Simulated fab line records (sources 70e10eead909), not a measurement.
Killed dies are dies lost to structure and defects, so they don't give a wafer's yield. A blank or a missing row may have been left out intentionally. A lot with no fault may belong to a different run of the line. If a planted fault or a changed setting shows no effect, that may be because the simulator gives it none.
Chamber matching / flow nand_harc / 4 sister chambers for NHARC_A_STAIRCASE_TRIM_12 on rie_diel-06
The step chemistry O2, time 211.2 s. 18 wafers are shown with their chamber, then 9 later ones without.

EACH WAFER AND ITS CHAMBER
wafer=L078.1; chamber=0; showerhead_plenum_p_Torr (Torr)=3.42; oes_product_au (a.u.)=1.003; rf_vpp_V (V)=57.4
wafer=L078.3; chamber=3; showerhead_plenum_p_Torr (Torr)=3.31; oes_product_au (a.u.)=0.976; rf_vpp_V (V)=57.0
wafer=L078.6; chamber=0; showerhead_plenum_p_Torr (Torr)=3.42; oes_product_au (a.u.)=1.003; rf_vpp_V (V)=58.2
wafer=L080.1; chamber=2; showerhead_plenum_p_Torr (Torr)=3.81; oes_product_au (a.u.)=1.006; rf_vpp_V (V)=57.2
wafer=L080.4; chamber=1; showerhead_plenum_p_Torr (Torr)=3.56; oes_product_au (a.u.)=1.017; rf_vpp_V (V)=58.5
wafer=L080.5; chamber=2; showerhead_plenum_p_Torr (Torr)=3.81; oes_product_au (a.u.)=0.998; rf_vpp_V (V)=56.7
wafer=L083.1; chamber=3; showerhead_plenum_p_Torr (Torr)=3.30; oes_product_au (a.u.)=0.988; rf_vpp_V (V)=57.0
wafer=L083.2; chamber=1; showerhead_plenum_p_Torr (Torr)=3.56; oes_product_au (a.u.)=1.020; rf_vpp_V (V)=58.0
wafer=L083.5; chamber=3; showerhead_plenum_p_Torr (Torr)=3.30; oes_product_au (a.u.)=0.986; rf_vpp_V (V)=57.9
wafer=L082.1; chamber=0; showerhead_plenum_p_Torr (Torr)=3.42; oes_product_au (a.u.)=0.994; rf_vpp_V (V)=57.1
wafer=L082.2; chamber=2; showerhead_plenum_p_Torr (Torr)=3.80; oes_product_au (a.u.)=1.002; rf_vpp_V (V)=58.3
wafer=L082.4; chamber=3; showerhead_plenum_p_Torr (Torr)=3.30; oes_product_au (a.u.)=0.980; rf_vpp_V (V)=56.5
wafer=L084.3; chamber=3; showerhead_plenum_p_Torr (Torr)=3.30; oes_product_au (a.u.)=0.988; rf_vpp_V (V)=55.6
wafer=L084.4; chamber=2; showerhead_plenum_p_Torr (Torr)=3.80; oes_product_au (a.u.)=0.999; rf_vpp_V (V)=60.6
wafer=L084.5; chamber=0; showerhead_plenum_p_Torr (Torr)=3.41; oes_product_au (a.u.)=0.991; rf_vpp_V (V)=58.5
wafer=L088.2; chamber=3; showerhead_plenum_p_Torr (Torr)=3.30; oes_product_au (a.u.)=1.000; rf_vpp_V (V)=57.8
wafer=L088.3; chamber=2; showerhead_plenum_p_Torr (Torr)=3.80; oes_product_au (a.u.)=1.002; rf_vpp_V (V)=58.5
wafer=L088.4; chamber=0; showerhead_plenum_p_Torr (Torr)=3.41; oes_product_au (a.u.)=0.993; rf_vpp_V (V)=56.4

SIGNATURES (means of the wafers above)
reading=showerhead_plenum_p_Torr; chamber 0=3.4160; chamber 1=3.5600; chamber 2=3.8040; chamber 3=3.3017; scatter within a chamber=0.00481
reading=oes_product_au; chamber 0=0.99680; chamber 1=1.01850; chamber 2=1.00140; chamber 3=0.98633; scatter within a chamber=0.00607
reading=rf_vpp_V; chamber 0=57.520; chamber 1=58.250; chamber 2=58.260; chamber 3=56.967; scatter within a chamber=1.06
Rule: a wafer lies at a distance from a chamber equal to the root of the sum of squares, over the readings, of (its reading less the chamber's mean, divided by the reading's scatter). The wafer belongs to the nearest chamber; if the next one is less than 2 further off, it can't be placed. The scatter is the square root of a quotient: the sum, over the shown wafers, of each reading's squared deviation from its chamber's mean, divided by wafers minus chambers.

WAFERS WITH NO CHAMBER GIVEN
wafer=L091.1; showerhead_plenum_p_Torr (Torr)=3.55; oes_product_au (a.u.)=1.010; rf_vpp_V (V)=59.7
wafer=L091.2; showerhead_plenum_p_Torr (Torr)=3.29; oes_product_au (a.u.)=0.987; rf_vpp_V (V)=56.9
wafer=L091.6; showerhead_plenum_p_Torr (Torr)=3.55; oes_product_au (a.u.)=1.007; rf_vpp_V (V)=58.9
wafer=L092.2; showerhead_plenum_p_Torr (Torr)=3.55; oes_product_au (a.u.)=1.018; rf_vpp_V (V)=59.1
wafer=L092.3; showerhead_plenum_p_Torr (Torr)=3.29; oes_product_au (a.u.)=0.988; rf_vpp_V (V)=57.1
wafer=L092.6; showerhead_plenum_p_Torr (Torr)=3.55; oes_product_au (a.u.)=1.012; rf_vpp_V (V)=57.1
wafer=L097.1; showerhead_plenum_p_Torr (Torr)=3.79; oes_product_au (a.u.)=1.002; rf_vpp_V (V)=59.0
wafer=L097.2; showerhead_plenum_p_Torr (Torr)=3.29; oes_product_au (a.u.)=0.987; rf_vpp_V (V)=57.4
wafer=L097.5; showerhead_plenum_p_Torr (Torr)=3.79; oes_product_au (a.u.)=1.001; rf_vpp_V (V)=58.9

WHICH CHAMBER EACH WENT THROUGH
wafer=L091.1; from the rows above=1; in truth=1
wafer=L091.2; from the rows above=3; in truth=3
wafer=L091.6; from the rows above=1; in truth=1
wafer=L092.2; from the rows above=1; in truth=1
wafer=L092.3; from the rows above=3; in truth=3
wafer=L092.6; from the rows above=1; in truth=1
wafer=L097.1; from the rows above=2; in truth=2
wafer=L097.2; from the rows above=3; in truth=3
wafer=L097.5; from the rows above=2; in truth=2
Correctly placed: 9 of 9. From these rows, 0 cannot be placed. Wrongly placed: 0.
